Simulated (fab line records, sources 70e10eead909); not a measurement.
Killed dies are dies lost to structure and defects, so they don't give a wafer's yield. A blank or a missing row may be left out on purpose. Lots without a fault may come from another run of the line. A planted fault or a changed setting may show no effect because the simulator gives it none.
Chamber matching | flow nand_harc | NHARC_THIN_TSV_DEP_47 on pecvd-01: 3 sister chambers
The step deposits SiO2, target thk 200 nm. 3 wafers are shown with their chamber, then 7 later ones without.

WAFERS WITH THEIR CHAMBER
wafer  | chamber | throttle_valve_pct (%)
L158.6 | 2       | 16.0
L162.1 | 1       | 15.2
L162.4 | 0       | 16.5

WAFERS WITHOUT THEIR CHAMBER
wafer  | throttle_valve_pct (%)
L162.6 | 15.4
L163.1 | 16.0
L163.2 | 15.4
L163.3 | 16.5
L167.3 | 16.5
L167.4 | 16.2
L167.5 | 15.4

WHICH CHAMBER EACH WENT THROUGH
wafer  | from the rows above     | in truth
L162.6 | 1                       | 1
L163.1 | 2                       | 2
L163.2 | 1                       | 1
L163.3 | 0                       | 0
L167.3 | 0                       | 0
L167.4 | can't be placed: 2 or 0 | 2
L167.5 | 1                       | 1
Placed correctly: 6 of 7. Can't be placed from these rows: 1 (the true chamber is among the candidates in 1). Placed wrongly: 0.
How it was worked out, from the rows above alone: a wafer's distance from a chamber is the root of the sum, over the readings, of the square of ((its reading less the chamber's mean) divided by the reading's scatter). The wafer belongs to the nearest chamber; if the next one is less than 2 further off, it can't be placed. A chamber's mean is the mean of its shown wafers. The scatter: with one shown wafer a chamber, the root of the mean of the squares of how far each hidden wafer lies from its nearest shown one.
